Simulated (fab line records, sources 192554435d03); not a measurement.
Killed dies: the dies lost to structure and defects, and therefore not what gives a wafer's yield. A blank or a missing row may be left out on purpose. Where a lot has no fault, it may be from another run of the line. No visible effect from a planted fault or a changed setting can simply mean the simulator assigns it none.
fab line records :: flow n5_finfet :: part 2 of 2: steps 19 to 27 of 27
[record]
  lots = 5
  wafers = 15
  last_day = 17
route steps=1938 shown DUMMY_GATE@243 SPACER0@258 SD_EPI_N@262
lots with no fault: from the same line, run without faults
start_h: hours from the record's opening day to when the first of the lot's shown wafers began :: wait_h: time in hours since the lot's previous step :: " identical to the entry in the row above :: L1.1+2: a row that stands for several wafers :: - value missing, or start not given :: * or withheld: withheld :: < > ~ a bound
route shown NAME@n: names a module that has steps shown in the file, with the first one's number in the route :: usual: mean/standard deviation of fault-free wafers :: same: alike in all rows :: chamber/n: place in a boat :: sites: readings site by site :: _std_site: standard deviation of those values :: _edge_site: the outer-site mean with the inner-site mean subtracted :: radius_mm: for every site, how far away it sits from the centre of the wafer :: mask NAME#n: copy n :: behind: the most recent tool/chamber to have shaped the wafer :: hold: why the lot was held/for how many hours/how that ended :: device: transistor that didn't switch, given as n, p or np :: end of line: the route-end tests of the same wafers :: a step given without rows: its recipe and nothing more :: killed: the dies lost at the first sort to structure and to defects; this is not the yield of the wafer :: map: a wafer's dies, marking killed ones x, the rest . and places with no die _
set.NAME: the setting that was run; set.NAME@STEP: the one run at that earlier step :: model.NAME: the simulator's own value behind a step, which no gauge read
lots at some steps of the route; a table a step, a row a wafer
services: from which hour (start_h, from the record's first day; less than 0 if before it) a tool's chamber was out of use, for how many hours, and why
[[steps]]
[step N5_SPACER0_INSPECT_04]
[recipe]
  inspect_instrument = darkfield
  mode = post_dep
[usual]
  raw_defect_count = 149/32
lot.wafer: L079.2
tool: defect_inspect-02
chamber: -
start_h: 78.50
wait_h: 0.1
raw_defect_count: 191

lot.wafer: L079.3
tool: defect_inspect-02
chamber: -
start_h: 78.50
wait_h: 0.1
raw_defect_count: 106

lot.wafer: L079.6
tool: defect_inspect-02
chamber: -
start_h: 78.50
wait_h: 0.1
raw_defect_count: 150

lot.wafer: L084.1
tool: defect_inspect-02
chamber: -
start_h: 112.44
wait_h: 0.1
raw_defect_count: 100

lot.wafer: L084.4
tool: defect_inspect-02
chamber: -
start_h: 112.44
wait_h: 0.1
raw_defect_count: 115

lot.wafer: L084.6
tool: defect_inspect-02
chamber: -
start_h: 112.44
wait_h: 0.1
raw_defect_count: 117

lot.wafer: L088.1
tool: defect_inspect-02
chamber: -
start_h: 132.18
wait_h: 0.1
raw_defect_count: 109

lot.wafer: L088.2
tool: defect_inspect-02
chamber: -
start_h: 132.18
wait_h: 0.1
raw_defect_count: 151

lot.wafer: L088.3
tool: defect_inspect-02
chamber: -
start_h: 132.18
wait_h: 0.1
raw_defect_count: 109

lot.wafer: L089.2
tool: defect_inspect-02
chamber: -
start_h: 138.82
wait_h: 0.1
raw_defect_count: 89

lot.wafer: L089.4
tool: defect_inspect-02
chamber: -
start_h: 138.82
wait_h: 0.1
raw_defect_count: 129

lot.wafer: L089.6
tool: defect_inspect-02
chamber: -
start_h: 138.82
wait_h: 0.1
raw_defect_count: 137

lot.wafer: L097.1
tool: defect_inspect-01
chamber: -
start_h: 188.44
wait_h: 0.1
raw_defect_count: 130

lot.wafer: L097.2
tool: defect_inspect-01
chamber: -
start_h: 188.44
wait_h: 0.1
raw_defect_count: 268

lot.wafer: L097.6
tool: defect_inspect-01
chamber: -
start_h: 188.44
wait_h: 0.1
raw_defect_count: 189
[step N5_SD_EPI_N_COAT_32]
[recipe]
  resist = SOC
  temp_c = 250
  time_s = 60
  spin_rpm = 1500
  resist_thk_nm = 350
[usual]
  chill_plate_temp_C = 23.02/0.11
  exhaust_pa = 45.0/0.89
lot.wafer: L079.2
tool: litho_track-04
chamber: 0
start_h: 78.53
wait_h: 0.0
chill_plate_temp_C: 23.09
exhaust_pa: 44.1

lot.wafer: L079.3
tool: litho_track-04
chamber: 0
start_h: 78.53
wait_h: 0.0
chill_plate_temp_C: 23.11
exhaust_pa: 44.9

lot.wafer: L079.6
tool: litho_track-04
chamber: 0
start_h: 78.53
wait_h: 0.0
chill_plate_temp_C: 23.14
exhaust_pa: 45.3

lot.wafer: L084.1
tool: litho_track-04
chamber: 0
start_h: 112.47
wait_h: 0.0
chill_plate_temp_C: 22.91
exhaust_pa: 45.2

lot.wafer: L084.4
tool: litho_track-04
chamber: 0
start_h: 112.47
wait_h: 0.0
chill_plate_temp_C: 22.76
exhaust_pa: 43.8

lot.wafer: L084.6
tool: litho_track-04
chamber: 0
start_h: 112.47
wait_h: 0.0
chill_plate_temp_C: 22.97
exhaust_pa: 44.3

lot.wafer: L088.1
tool: litho_track-01
chamber: 0
start_h: 132.21
wait_h: 0.0
chill_plate_temp_C: 23.08
exhaust_pa: 44.3

lot.wafer: L088.2
tool: litho_track-01
chamber: 0
start_h: 132.21
wait_h: 0.0
chill_plate_temp_C: 22.94
exhaust_pa: 44.0

lot.wafer: L088.3
tool: litho_track-01
chamber: 0
start_h: 132.21
wait_h: 0.0
chill_plate_temp_C: 23.04
exhaust_pa: 45.1

lot.wafer: L089.2
tool: litho_track-01
chamber: 0
start_h: 138.85
wait_h: 0.0
chill_plate_temp_C: 22.92
exhaust_pa: 45.3

lot.wafer: L089.4
tool: litho_track-01
chamber: 0
start_h: 138.85
wait_h: 0.0
chill_plate_temp_C: 23.03
exhaust_pa: 45.5

lot.wafer: L089.6
tool: litho_track-01
chamber: 0
start_h: 138.85
wait_h: 0.0
chill_plate_temp_C: 23.06
exhaust_pa: 43.9

lot.wafer: L097.1
tool: litho_track-01
chamber: 0
start_h: 188.47
wait_h: 0.0
chill_plate_temp_C: 23.03
exhaust_pa: 43.8

lot.wafer: L097.2
tool: litho_track-01
chamber: 0
start_h: 188.47
wait_h: 0.0
chill_plate_temp_C: 22.77
exhaust_pa: 44.3

lot.wafer: L097.6
tool: litho_track-01
chamber: 0
start_h: 188.47
wait_h: 0.0
chill_plate_temp_C: 23.09
exhaust_pa: 44.2
[step N5_SD_EPI_N_COAT_33]
[recipe]
  resist = SiARC
  temp_c = 220
  time_s = 60
  spin_rpm = 1500
  resist_thk_nm = 35
[usual]
  chill_plate_temp_C = 23.02/0.092
  exhaust_pa = 45.1/1
lot.wafer: L079.2
tool: litho_track-04
chamber: 0
start_h: -
wait_h: -
chill_plate_temp_C: 23.04
exhaust_pa: 45.9

lot.wafer: L079.3
tool: litho_track-04
chamber: 0
start_h: -
wait_h: -
chill_plate_temp_C: 22.96
exhaust_pa: 45.4

lot.wafer: L079.6
tool: litho_track-04
chamber: 0
start_h: -
wait_h: -
chill_plate_temp_C: 22.89
exhaust_pa: 44.6

lot.wafer: L084.1
tool: litho_track-04
chamber: 0
start_h: -
wait_h: -
chill_plate_temp_C: 23.09
exhaust_pa: 44.8

lot.wafer: L084.4
tool: litho_track-04
chamber: 0
start_h: -
wait_h: -
chill_plate_temp_C: 23.04
exhaust_pa: 45.2

lot.wafer: L084.6
tool: litho_track-04
chamber: 0
start_h: -
wait_h: -
chill_plate_temp_C: 23.00
exhaust_pa: 44.6

lot.wafer: L088.1
tool: litho_track-01
chamber: 0
start_h: -
wait_h: -
chill_plate_temp_C: 23.13
exhaust_pa: 44.9

lot.wafer: L088.2
tool: litho_track-01
chamber: 0
start_h: -
wait_h: -
chill_plate_temp_C: 23.13
exhaust_pa: 44.8

lot.wafer: L088.3
tool: litho_track-01
chamber: 0
start_h: -
wait_h: -
chill_plate_temp_C: 23.10
exhaust_pa: 44.7

lot.wafer: L089.2
tool: litho_track-01
chamber: 0
start_h: -
wait_h: -
chill_plate_temp_C: 23.10
exhaust_pa: 44.0

lot.wafer: L089.4
tool: litho_track-01
chamber: 0
start_h: -
wait_h: -
chill_plate_temp_C: 22.85
exhaust_pa: 44.8

lot.wafer: L089.6
tool: litho_track-01
chamber: 0
start_h: -
wait_h: -
chill_plate_temp_C: 23.01
exhaust_pa: 45.5

lot.wafer: L097.1
tool: litho_track-01
chamber: 0
start_h: -
wait_h: -
chill_plate_temp_C: 23.04
exhaust_pa: 46.3

lot.wafer: L097.2
tool: litho_track-01
chamber: 0
start_h: -
wait_h: -
chill_plate_temp_C: 23.07
exhaust_pa: 47.1

lot.wafer: L097.6
tool: litho_track-01
chamber: 0
start_h: -
wait_h: -
chill_plate_temp_C: 22.95
exhaust_pa: 46.6
[step N5_SD_EPI_N_COAT_03]
[recipe]
  resist = CAR-ArF-block
  spin_rpm = 1500
  resist_thk_nm = 150
[usual]
  chill_plate_temp_C = 23.00/0.11
  exhaust_pa = 44.9/0.84
lot.wafer: L079.2
tool: litho_track-04
chamber: 0
start_h: -
wait_h: -
chill_plate_temp_C: 22.99
exhaust_pa: 44.9

lot.wafer: L079.3
tool: litho_track-04
chamber: 0
start_h: -
wait_h: -
chill_plate_temp_C: 22.93
exhaust_pa: 45.6

lot.wafer: L079.6
tool: litho_track-04
chamber: 0
start_h: -
wait_h: -
chill_plate_temp_C: 22.86
exhaust_pa: 45.9

lot.wafer: L084.1
tool: litho_track-04
chamber: 0
start_h: -
wait_h: -
chill_plate_temp_C: 23.07
exhaust_pa: 44.1

lot.wafer: L084.4
tool: litho_track-04
chamber: 0
start_h: -
wait_h: -
chill_plate_temp_C: 23.04
exhaust_pa: 44.5

lot.wafer: L084.6
tool: litho_track-04
chamber: 0
start_h: -
wait_h: -
chill_plate_temp_C: 23.17
exhaust_pa: 46.1

lot.wafer: L088.1
tool: litho_track-01
chamber: 0
start_h: -
wait_h: -
chill_plate_temp_C: 22.94
exhaust_pa: 44.2

lot.wafer: L088.2
tool: litho_track-01
chamber: 0
start_h: -
wait_h: -
chill_plate_temp_C: 23.12
exhaust_pa: 44.6

lot.wafer: L088.3
tool: litho_track-01
chamber: 0
start_h: -
wait_h: -
chill_plate_temp_C: 22.89
exhaust_pa: 44.5

lot.wafer: L089.2
tool: litho_track-01
chamber: 0
start_h: -
wait_h: -
chill_plate_temp_C: 22.83
exhaust_pa: 45.1

lot.wafer: L089.4
tool: litho_track-01
chamber: 0
start_h: -
wait_h: -
chill_plate_temp_C: 22.93
exhaust_pa: 45.1

lot.wafer: L089.6
tool: litho_track-01
chamber: 0
start_h: -
wait_h: -
chill_plate_temp_C: 22.91
exhaust_pa: 46.0

lot.wafer: L097.1
tool: litho_track-01
chamber: 0
start_h: -
wait_h: -
chill_plate_temp_C: 23.00
exhaust_pa: 45.9

lot.wafer: L097.2
tool: litho_track-01
chamber: 0
start_h: -
wait_h: -
chill_plate_temp_C: 23.00
exhaust_pa: 44.1

lot.wafer: L097.6
tool: litho_track-01
chamber: 0
start_h: -
wait_h: -
chill_plate_temp_C: 23.16
exhaust_pa: 43.8
[step N5_SD_EPI_N_EBR_05]
[recipe]
  solvent = PGMEA
  ebr_width_mm = 1.5
[usual]
  chill_plate_temp_C = 22.99/0.1
  exhaust_pa = 44.8/0.81
lot.wafer: L079.2
tool: litho_track-04
chamber: 0
start_h: -
wait_h: -
chill_plate_temp_C: 22.76
exhaust_pa: 46.2

lot.wafer: L079.3
tool: litho_track-04
chamber: 0
start_h: -
wait_h: -
chill_plate_temp_C: 22.81
exhaust_pa: 44.1

lot.wafer: L079.6
tool: litho_track-04
chamber: 0
start_h: -
wait_h: -
chill_plate_temp_C: 22.83
exhaust_pa: 44.6

lot.wafer: L084.1
tool: litho_track-04
chamber: 0
start_h: -
wait_h: -
chill_plate_temp_C: 22.83
exhaust_pa: 45.1

lot.wafer: L084.4
tool: litho_track-04
chamber: 0
start_h: -
wait_h: -
chill_plate_temp_C: 22.94
exhaust_pa: 46.1

lot.wafer: L084.6
tool: litho_track-04
chamber: 0
start_h: -
wait_h: -
chill_plate_temp_C: 22.84
exhaust_pa: 46.2

lot.wafer: L088.1
tool: litho_track-01
chamber: 0
start_h: -
wait_h: -
chill_plate_temp_C: 23.04
exhaust_pa: 45.6

lot.wafer: L088.2
tool: litho_track-01
chamber: 0
start_h: -
wait_h: -
chill_plate_temp_C: 23.01
exhaust_pa: 44.9

lot.wafer: L088.3
tool: litho_track-01
chamber: 0
start_h: -
wait_h: -
chill_plate_temp_C: 22.99
exhaust_pa: 44.1

lot.wafer: L089.2
tool: litho_track-01
chamber: 0
start_h: -
wait_h: -
chill_plate_temp_C: 22.94
exhaust_pa: 44.2

lot.wafer: L089.4
tool: litho_track-01
chamber: 0
start_h: -
wait_h: -
chill_plate_temp_C: 22.98
exhaust_pa: 43.2

lot.wafer: L089.6
tool: litho_track-01
chamber: 0
start_h: -
wait_h: -
chill_plate_temp_C: 23.01
exhaust_pa: 45.6

lot.wafer: L097.1
tool: litho_track-01
chamber: 0
start_h: -
wait_h: -
chill_plate_temp_C: 22.81
exhaust_pa: 44.3

lot.wafer: L097.2
tool: litho_track-01
chamber: 0
start_h: -
wait_h: -
chill_plate_temp_C: 22.96
exhaust_pa: 43.9

lot.wafer: L097.6
tool: litho_track-01
chamber: 0
start_h: -
wait_h: -
chill_plate_temp_C: 23.02
exhaust_pa: 44.7
[step N5_SD_EPI_N_SOFTBAKE_04]
[recipe]
  temp_c = 110
  time_s = 60
  resist = CAR-ArF-block
[usual]
  chill_plate_temp_C = 23.00/0.11
  exhaust_pa = 45.0/0.85
lot.wafer: L079.2
tool: litho_track-04
chamber: 0
start_h: -
wait_h: -
chill_plate_temp_C: 22.97
exhaust_pa: 45.6

lot.wafer: L079.3
tool: litho_track-04
chamber: 0
start_h: -
wait_h: -
chill_plate_temp_C: 22.99
exhaust_pa: 44.4

lot.wafer: L079.6
tool: litho_track-04
chamber: 0
start_h: -
wait_h: -
chill_plate_temp_C: 22.85
exhaust_pa: 43.9

lot.wafer: L084.1
tool: litho_track-04
chamber: 0
start_h: -
wait_h: -
chill_plate_temp_C: 22.89
exhaust_pa: 44.7

lot.wafer: L084.4
tool: litho_track-04
chamber: 0
start_h: -
wait_h: -
chill_plate_temp_C: 23.09
exhaust_pa: 45.5

lot.wafer: L084.6
tool: litho_track-04
chamber: 0
start_h: -
wait_h: -
chill_plate_temp_C: 23.09
exhaust_pa: 44.7

lot.wafer: L088.1
tool: litho_track-01
chamber: 0
start_h: -
wait_h: -
chill_plate_temp_C: 23.10
exhaust_pa: 43.3

lot.wafer: L088.2
tool: litho_track-01
chamber: 0
start_h: -
wait_h: -
chill_plate_temp_C: 23.08
exhaust_pa: 43.1

lot.wafer: L088.3
tool: litho_track-01
chamber: 0
start_h: -
wait_h: -
chill_plate_temp_C: 23.02
exhaust_pa: 43.5

lot.wafer: L089.2
tool: litho_track-01
chamber: 0
start_h: -
wait_h: -
chill_plate_temp_C: 22.89
exhaust_pa: 45.0

lot.wafer: L089.4
tool: litho_track-01
chamber: 0
start_h: -
wait_h: -
chill_plate_temp_C: 23.06
exhaust_pa: 45.6

lot.wafer: L089.6
tool: litho_track-01
chamber: 0
start_h: -
wait_h: -
chill_plate_temp_C: 22.86
exhaust_pa: 44.3

lot.wafer: L097.1
tool: litho_track-01
chamber: 0
start_h: -
wait_h: -
chill_plate_temp_C: 23.00
exhaust_pa: 43.6

lot.wafer: L097.2
tool: litho_track-01
chamber: 0
start_h: -
wait_h: -
chill_plate_temp_C: 23.00
exhaust_pa: 46.6

lot.wafer: L097.6
tool: litho_track-01
chamber: 0
start_h: -
wait_h: -
chill_plate_temp_C: 22.89
exhaust_pa: 44.2
[step N5_SD_EPI_N_EXPOSE_06]
[recipe]
  mask_id = SD_N_BLK
  na = 1.35
  source_shape = conventional
  sigma_outer = 0.8
  polarization = unpolarized
  target_cd_nm = 120
  dose_mj = 39.75
[usual]
  exposure_dose_mJ_cm2 = 39.72/0.041
  reticle_temp_C = 23.02/0.11
lot.wafer: L079.2
tool: arfi_scanner-02
chamber: 0
start_h: 78.78
wait_h: -
mask: SD_N_BLK#0
exposure_dose_mJ_cm2: 39.73
reticle_temp_C: 23.14

lot.wafer: L079.3
tool: arfi_scanner-02
chamber: 0
start_h: 78.78
wait_h: -
mask: SD_N_BLK#0
exposure_dose_mJ_cm2: 39.73
reticle_temp_C: 23.15

lot.wafer: L079.6
tool: arfi_scanner-02
chamber: 0
start_h: 78.78
wait_h: -
mask: SD_N_BLK#0
exposure_dose_mJ_cm2: 39.73
reticle_temp_C: 23.01

lot.wafer: L084.1
tool: arfi_scanner-03
chamber: 0
start_h: 112.71
wait_h: -
mask: SD_N_BLK#0
exposure_dose_mJ_cm2: 39.78
reticle_temp_C: 22.97

lot.wafer: L084.4
tool: arfi_scanner-03
chamber: 0
start_h: 112.71
wait_h: -
mask: SD_N_BLK#0
exposure_dose_mJ_cm2: 39.74
reticle_temp_C: 22.87

lot.wafer: L084.6
tool: arfi_scanner-03
chamber: 0
start_h: 112.71
wait_h: -
mask: SD_N_BLK#0
exposure_dose_mJ_cm2: 39.76
reticle_temp_C: 23.01

lot.wafer: L088.1
tool: arfi_scanner-02
chamber: 0
start_h: 132.38
wait_h: -
mask: SD_N_BLK#0
exposure_dose_mJ_cm2: 39.73
reticle_temp_C: 22.85

lot.wafer: L088.2
tool: arfi_scanner-02
chamber: 0
start_h: 132.38
wait_h: -
mask: SD_N_BLK#0
exposure_dose_mJ_cm2: 39.70
reticle_temp_C: 23.03

lot.wafer: L088.3
tool: arfi_scanner-02
chamber: 0
start_h: 132.38
wait_h: -
mask: SD_N_BLK#0
exposure_dose_mJ_cm2: 39.66
reticle_temp_C: 23.00

lot.wafer: L089.2
tool: arfi_scanner-02
chamber: 0
start_h: 138.97
wait_h: -
mask: SD_N_BLK#0
exposure_dose_mJ_cm2: 39.62
reticle_temp_C: 23.00

lot.wafer: L089.4
tool: arfi_scanner-02
chamber: 0
start_h: 138.97
wait_h: -
mask: SD_N_BLK#0
exposure_dose_mJ_cm2: 39.71
reticle_temp_C: 23.09

lot.wafer: L089.6
tool: arfi_scanner-02
chamber: 0
start_h: 138.97
wait_h: -
mask: SD_N_BLK#0
exposure_dose_mJ_cm2: 39.78
reticle_temp_C: 23.06

lot.wafer: L097.1
tool: arfi_scanner-03
chamber: 0
start_h: 188.72
wait_h: -
mask: SD_N_BLK#0
exposure_dose_mJ_cm2: 39.70
reticle_temp_C: 23.19

lot.wafer: L097.2
tool: arfi_scanner-03
chamber: 0
start_h: 188.72
wait_h: -
mask: SD_N_BLK#0
exposure_dose_mJ_cm2: 39.79
reticle_temp_C: 23.25

lot.wafer: L097.6
tool: arfi_scanner-03
chamber: 0
start_h: 188.72
wait_h: -
mask: SD_N_BLK#0
exposure_dose_mJ_cm2: 39.76
reticle_temp_C: 23.21
[step N5_SD_EPI_N_PEB_07]
[recipe]
  peb_temp_c = 110
  peb_time_s = 60
  resist = CAR-ArF-block
[usual]
  chill_plate_temp_C = 23.00/0.094
  exhaust_pa = 44.8/0.85
lot.wafer: L079.2
tool: litho_track-04
chamber: 0
start_h: 78.83
wait_h: 0.0
chill_plate_temp_C: 23.01
exhaust_pa: 44.5

lot.wafer: L079.3
tool: litho_track-04
chamber: 0
start_h: 78.83
wait_h: 0.0
chill_plate_temp_C: 22.89
exhaust_pa: 46.3

lot.wafer: L079.6
tool: litho_track-04
chamber: 0
start_h: 78.83
wait_h: 0.0
chill_plate_temp_C: 22.97
exhaust_pa: 45.9

lot.wafer: L084.1
tool: litho_track-04
chamber: 0
start_h: 112.77
wait_h: 0.1
chill_plate_temp_C: 22.87
exhaust_pa: 44.8

lot.wafer: L084.4
tool: litho_track-04
chamber: 0
start_h: 112.77
wait_h: 0.1
chill_plate_temp_C: 22.89
exhaust_pa: 44.9

lot.wafer: L084.6
tool: litho_track-04
chamber: 0
start_h: 112.77
wait_h: 0.1
chill_plate_temp_C: 22.92
exhaust_pa: 44.3

lot.wafer: L088.1
tool: litho_track-01
chamber: 0
start_h: 132.44
wait_h: 0.1
chill_plate_temp_C: 22.92
exhaust_pa: 44.9

lot.wafer: L088.2
tool: litho_track-01
chamber: 0
start_h: 132.44
wait_h: 0.1
chill_plate_temp_C: 22.89
exhaust_pa: 45.0

lot.wafer: L088.3
tool: litho_track-01
chamber: 0
start_h: 132.44
wait_h: 0.1
chill_plate_temp_C: 22.95
exhaust_pa: 44.3

lot.wafer: L089.2
tool: litho_track-01
chamber: 0
start_h: 139.02
wait_h: 0.0
chill_plate_temp_C: 23.05
exhaust_pa: 44.5

lot.wafer: L089.4
tool: litho_track-01
chamber: 0
start_h: 139.02
wait_h: 0.0
chill_plate_temp_C: 23.04
exhaust_pa: 45.1

lot.wafer: L089.6
tool: litho_track-01
chamber: 0
start_h: 139.02
wait_h: 0.0
chill_plate_temp_C: 23.16
exhaust_pa: 44.1

lot.wafer: L097.1
tool: litho_track-02
chamber: 0
start_h: 188.77
wait_h: 0.1
chill_plate_temp_C: 22.91
exhaust_pa: 44.8

lot.wafer: L097.2
tool: litho_track-02
chamber: 0
start_h: 188.77
wait_h: 0.1
chill_plate_temp_C: 23.08
exhaust_pa: 45.2

lot.wafer: L097.6
tool: litho_track-02
chamber: 0
start_h: 188.77
wait_h: 0.1
chill_plate_temp_C: 23.06
exhaust_pa: 43.5
[step N5_SD_EPI_N_DEVELOP_08]
[recipe]
  develop_time_s = 30
  developer = TMAH
  resist = CAR-ArF-block
  dev_temp_c = 23
  rinse_liquid = diw
  dry = air_spin
[usual]
  chill_plate_temp_C = 23.01/0.1
  exhaust_pa = 45.1/0.89
lot.wafer: L079.2
tool: litho_track-04
chamber: 0
start_h: -
wait_h: -
chill_plate_temp_C: 23.05
exhaust_pa: 44.5

lot.wafer: L079.3
tool: litho_track-04
chamber: 0
start_h: -
wait_h: -
chill_plate_temp_C: 23.09
exhaust_pa: 44.6

lot.wafer: L079.6
tool: litho_track-04
chamber: 0
start_h: -
wait_h: -
chill_plate_temp_C: 23.22
exhaust_pa: 44.4

lot.wafer: L084.1
tool: litho_track-04
chamber: 0
start_h: -
wait_h: -
chill_plate_temp_C: 23.13
exhaust_pa: 45.8

lot.wafer: L084.4
tool: litho_track-04
chamber: 0
start_h: -
wait_h: -
chill_plate_temp_C: 23.13
exhaust_pa: 45.3

lot.wafer: L084.6
tool: litho_track-04
chamber: 0
start_h: -
wait_h: -
chill_plate_temp_C: 23.05
exhaust_pa: 46.3

lot.wafer: L088.1
tool: litho_track-01
chamber: 0
start_h: -
wait_h: -
chill_plate_temp_C: 23.04
exhaust_pa: 45.4

lot.wafer: L088.2
tool: litho_track-01
chamber: 0
start_h: -
wait_h: -
chill_plate_temp_C: 22.85
exhaust_pa: 45.7

lot.wafer: L088.3
tool: litho_track-01
chamber: 0
start_h: -
wait_h: -
chill_plate_temp_C: 23.06
exhaust_pa: 47.6

lot.wafer: L089.2
tool: litho_track-01
chamber: 0
start_h: -
wait_h: -
chill_plate_temp_C: 23.11
exhaust_pa: 43.9

lot.wafer: L089.4
tool: litho_track-01
chamber: 0
start_h: -
wait_h: -
chill_plate_temp_C: 22.99
exhaust_pa: 44.0

lot.wafer: L089.6
tool: litho_track-01
chamber: 0
start_h: -
wait_h: -
chill_plate_temp_C: 23.24
exhaust_pa: 45.0

lot.wafer: L097.1
tool: litho_track-02
chamber: 0
start_h: -
wait_h: -
chill_plate_temp_C: 22.89
exhaust_pa: 44.9

lot.wafer: L097.2
tool: litho_track-02
chamber: 0
start_h: -
wait_h: -
chill_plate_temp_C: 22.80
exhaust_pa: 43.7

lot.wafer: L097.6
tool: litho_track-02
chamber: 0
start_h: -
wait_h: -
chill_plate_temp_C: 23.01
exhaust_pa: 44.8
[[services]]
tool: arfi_scanner-02
chamber: -
start_h: 64.00
hours: 3.9
kind: pm

tool: rie_si-06
chamber: -
start_h: 75.98
hours: 0.6
kind: repair

tool: arfi_scanner-02
chamber: -
start_h: 80.24
hours: 36.0
kind: pm

tool: rie_diel-05
chamber: 2
start_h: 84.23
hours: 6.4
kind: repair

tool: ald_sin-03
chamber: -
start_h: 85.78
hours: 14.0
kind: pm

tool: arfi_scanner-03
chamber: -
start_h: 96.91
hours: 0.4
kind: repair

tool: rie_diel-03
chamber: 3
start_h: 101.94
hours: 3.8
kind: repair

tool: arfi_scanner-03
chamber: -
start_h: 105.85
hours: 1.0
kind: pm

tool: arfi_scanner-02
chamber: -
start_h: 116.24
hours: 1.0
kind: pm

tool: arfi_scanner-02
chamber: -
start_h: 117.24
hours: 4.9
kind: pm

tool: ald_sin-03
chamber: 3
start_h: 119.68
hours: 10.7
kind: repair

tool: rie_diel-01
chamber: 2
start_h: 125.19
hours: 5.3
kind: repair

tool: arfi_scanner-03
chamber: -
start_h: 127.10
hours: 5.3
kind: repair

tool: arfi_scanner-02
chamber: -
start_h: 129.96
hours: 1.2
kind: repair

tool: rie_diel-03
chamber: 3
start_h: 130.46
hours: 6.6
kind: repair

tool: rie_si-01
chamber: -
start_h: 130.48
hours: 0.5
kind: repair

tool: arfi_scanner-02
chamber: -
start_h: 132.80
hours: 1.3
kind: pm

tool: arfi_scanner-03
chamber: -
start_h: 137.90
hours: 1.3
kind: pm

tool: wet_bench-03
chamber: -
start_h: 146.91
hours: 4.3
kind: repair

tool: rie_si-06
chamber: 1
start_h: 157.07
hours: 3.3
kind: repair

tool: rie_diel-05
chamber: 3
start_h: 157.68
hours: 15.8
kind: repair

tool: arfi_scanner-02
chamber: -
start_h: 175.61
hours: 1.5
kind: pm

tool: ald_sin-04
chamber: -
start_h: 176.75
hours: 14.0
kind: pm

tool: rie_si-04
chamber: 1
start_h: 179.67
hours: 5.7
kind: repair
